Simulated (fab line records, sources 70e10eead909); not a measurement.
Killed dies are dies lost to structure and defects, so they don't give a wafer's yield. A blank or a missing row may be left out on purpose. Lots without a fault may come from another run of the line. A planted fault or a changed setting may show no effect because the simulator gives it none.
Which tool did it? | flow nand_harc | 12 lots, 36 wafers sampled, at 4 steps of a route of 1159

WHAT THE GAUGES READ, wafer by wafer
The record holds no reading of a measuring or inspecting step that can be judged against a usual standard deviation.

WHICH TOOL RAN EACH LOT (tool, then ch and the chambers of the sampled wafers, then the start)
lot  | NHARC_P_ZERO_WELL_ETCH_63       | NHARC_P_GATE_DEP_103           | NHARC_P_GATE_SOFTBAKE_21         | NHARC_P_GATE_DESCUM_31
L212 | rie_si-01 ch 1,2,3, day 2 07:43 | pecvd-03 ch 0,1,2, day 5 10:41 | litho_track-01 ch 0, day 5 10:00 | rie_diel-06 ch 2,3, day 5 11:26
L213 | rie_si-03 ch 1,2,3, day 2 13:44 | pecvd-01 ch 1,2, day 5 16:51   | litho_track-06 ch 0, day 5 17:00 | rie_diel-01 ch 1,3, day 5 17:44
L214 | rie_si-01 ch 0,2,3, day 2 19:34 | pecvd-04 ch 0,1,2, day 5 16:44 | litho_track-04 ch 0, day 5 16:00 | rie_diel-13 ch 0,1, day 5 17:34
L216 | rie_si-01 ch 0,2,3, day 3 07:34 | pecvd-01 ch 0,2, day 6 08:31   | litho_track-06 ch 0, day 6 08:00 | rie_diel-01 ch 0,1,3, day 6 09:11
L217 | rie_si-06 ch 0,2, day 3 13:41   | pecvd-04 ch 0,1, day 6 21:47   | litho_track-01 ch 0, day 6 22:00 | rie_diel-13 ch 1,2, day 6 22:31
L218 | rie_si-03 ch 2,3, day 3 19:40   | pecvd-01 ch 0,1,2, day 7 04:10 | litho_track-01 ch 0, day 7 04:00 | rie_diel-06 ch 0,1,2, day 7 04:54
L219 | rie_si-06 ch 0,3, day 4 01:41   | pecvd-01 ch 0,2, day 7 04:22   | litho_track-04 ch 0, day 7 04:00 | rie_diel-06 ch 0,1,2, day 7 05:14
L220 | rie_si-06 ch 0,3, day 4 07:39   | pecvd-04 ch 0,2, day 7 22:43   | litho_track-06 ch 0, day 7 22:00 | rie_diel-13 ch 0,3, day 7 23:37
L221 | rie_si-01 ch 0,2, day 4 13:40   | pecvd-01 ch 1,2, day 7 22:03   | litho_track-04 ch 0, day 7 22:00 | rie_diel-13 ch 1,2, day 7 22:57
L222 | rie_si-03 ch 1,2,3, day 4 19:34 | pecvd-01 ch 0,1,2, day 7 21:50 | litho_track-01 ch 0, day 7 22:00 | rie_diel-13 ch 1,2,3, day 7 22:41
L227 | rie_si-03 ch 0,1,2, day 6 01:35 | pecvd-01 ch 0,1,2, day 9 02:38 | litho_track-01 ch 0, day 9 02:00 | rie_diel-13 ch 1,2, day 9 03:46
L229 | rie_si-03 ch 2,3, day 6 13:56   | pecvd-03 ch 1,2, day 9 10:10   | litho_track-01 ch 0, day 9 10:00 | rie_diel-13 ch 2, day 9 11:02
- NHARC_P_ZERO_WELL_ETCH_63: etches the open film in HBr/Cl2, target depth 120 nm, time 40.1 s.
- NHARC_P_GATE_DEP_103: deposits SiON, target thk 30 nm.
- NHARC_P_GATE_SOFTBAKE_21: time 55 s.
- NHARC_P_GATE_DESCUM_31: chemistry O2, time 3 s.

WHAT THE TOOLS THEMSELVES READ (means of the sampled wafers that have a number; where no wafer has one, the mark that the record gives instead)
NHARC_P_ZERO_WELL_ETCH_63. Usual: bias_w 100.01 W, standard deviation 0.29; drypump_motor_current_A 6.0 A, standard deviation 0.45; oes_product_au 1.001 a.u., standard deviation 0.015; throttle_valve_pct 26.405 %, standard deviation 0.0097.
lot  | tool      | bias_w (W) | drypump_motor_current_A (A) | oes_product_au (a.u.) | throttle_valve_pct (%) | flag
L212 | rie_si-01 | 100.29     | 6.3                         | 0.990                 | 26.409                 |
L213 | rie_si-03 | 99.90      | 5.9                         | 1.018                 | 26.401                 |
L214 | rie_si-01 | 100.20     | 6.1                         | 0.997                 | 26.400                 |
L216 | rie_si-01 | 100.16     | 6.1                         | 0.995                 | 26.402                 |
L217 | rie_si-06 | 100.00     | 6.1                         | 1.012                 | 26.413                 |
L218 | rie_si-03 | 100.08     | 6.2                         | 1.019                 | 26.402                 |
L219 | rie_si-06 | 100.10     | 6.1                         | 0.994                 | 26.415                 |
L220 | rie_si-06 | 100.11     | 6.0                         | 0.992                 | 26.400                 |
L221 | rie_si-01 | 100.36     | 5.7                         | 0.999                 | 26.411                 |
L222 | rie_si-03 | 99.65      | 5.9                         | 1.019                 | 26.394                 |
L227 | rie_si-03 | 100.07     | 5.7                         | 1.011                 | 26.393                 |
L229 | rie_si-03 | 99.90      | 6.2                         | 1.029                 | 26.406                 |

NHARC_P_GATE_DEP_103. Usual: heater_power_w 723 W, standard deviation 63.
lot  | tool     | heater_power_w (W) | flag
L212 | pecvd-03 | 755                |
L213 | pecvd-01 | 665                |
L214 | pecvd-04 | 766                |
L216 | pecvd-01 | 694                |
L217 | pecvd-04 | 704                |
L218 | pecvd-01 | 733                |
L219 | pecvd-01 | 761                |
L220 | pecvd-04 | 768                |
L221 | pecvd-01 | 740                |
L222 | pecvd-01 | 709                |
L227 | pecvd-01 | 721                |
L229 | pecvd-03 | 771                |

NHARC_P_GATE_SOFTBAKE_21. Usual: heater_power_total_W 188.47 W, standard deviation 0.14; plate_temp_C 105.01 C, standard deviation 0.14.
lot  | tool           | heater_power_total_W (W) | plate_temp_C (C) | flag
L212 | litho_track-01 | 188.54                   | 105.29           |
L213 | litho_track-06 | 188.42                   | 105.03           |
L214 | litho_track-04 | 188.48                   | 104.97           |
L216 | litho_track-06 | 188.51                   | 105.04           |
L217 | litho_track-01 | 188.54                   | 105.12           |
L218 | litho_track-01 | 188.67                   | 105.01           |
L219 | litho_track-04 | 188.46                   | 104.94           |
L220 | litho_track-06 | 188.55                   | 105.01           |
L221 | litho_track-04 | 188.43                   | 104.95           |
L222 | litho_track-01 | 188.49                   | 105.10           |
L227 | litho_track-01 | 188.46                   | 104.82           |
L229 | litho_track-01 | 233.31                   | 104.98           | OFF

NHARC_P_GATE_DESCUM_31. Usual: drypump_motor_current_A 5.7 A, standard deviation 0.38; oes_product_au 0.998 a.u., standard deviation 0.014; rf_vpp_V 57.8 V, standard deviation 0.77; showerhead_plenum_p_Torr 1.92 Torr, standard deviation 0.062; throttle_valve_pct 11.312 %, standard deviation 0.0093.
lot  | tool        | drypump_motor_current_A (A) | oes_product_au (a.u.) | rf_vpp_V (V) | showerhead_plenum_p_Torr (Torr) | throttle_valve_pct (%) | flag
L212 | rie_diel-06 | 6.2                         | 0.985                 | 58.0         | 1.90                            | 11.318                 |
L213 | rie_diel-01 | 5.5                         | 1.012                 | 57.5         | 1.93                            | 11.312                 |
L214 | rie_diel-13 | 5.6                         | 1.001                 | 58.0         | 1.94                            | 11.315                 |
L216 | rie_diel-01 | 5.8                         | 1.019                 | 58.5         | 1.97                            | 11.327                 |
L217 | rie_diel-13 | 5.7                         | 0.997                 | 57.9         | 1.95                            | 11.299                 |
L218 | rie_diel-06 | 5.5                         | 0.981                 | 57.3         | 1.92                            | 11.314                 |
L219 | rie_diel-06 | 5.5                         | 0.988                 | 57.2         | 1.92                            | 11.309                 |
L220 | rie_diel-13 | 5.8                         | 0.991                 | 57.2         | 1.89                            | 11.318                 |
L221 | rie_diel-13 | 5.6                         | 1.006                 | 57.8         | 1.98                            | 11.306                 |
L222 | rie_diel-13 | 5.7                         | 1.002                 | 57.3         | 1.95                            | 11.307                 |
L227 | rie_diel-13 | 5.8                         | 1.000                 | 58.5         | 1.94                            | 11.308                 |
L229 | rie_diel-13 | 5.8                         | 0.995                 | 57.9         | 1.90                            | 11.303                 |

THE ANSWER, worked out from the rows above alone
Rule: a lot is off if the mean of its wafers that have a number lies more than 3 standard deviations from the usual mean. A lot without any number at a reading at which 4 lots or more have one is off too. The other lots that the step has rows for count as sound. The gauges are gone through in route order, then the tools' own readings, and for those a lot's mean is taken as printed above. The first step at which some lot is off is used, and at that step the reading that is off furthest; a lot without a number counts as furthest.
Off: L229, at NHARC_P_GATE_SOFTBAKE_21 (heater_power_total_W).
A tool fits if, at that step or a process step before it, it ran every lot that is off, and no sound lot after the first of them. Can't be told from this: 3 tools fit, rie_si-03 at NHARC_P_ZERO_WELL_ETCH_63, pecvd-03 at NHARC_P_GATE_DEP_103, litho_track-01 at NHARC_P_GATE_SOFTBAKE_21.

WHAT THE SIMULATOR HAD PUT IN
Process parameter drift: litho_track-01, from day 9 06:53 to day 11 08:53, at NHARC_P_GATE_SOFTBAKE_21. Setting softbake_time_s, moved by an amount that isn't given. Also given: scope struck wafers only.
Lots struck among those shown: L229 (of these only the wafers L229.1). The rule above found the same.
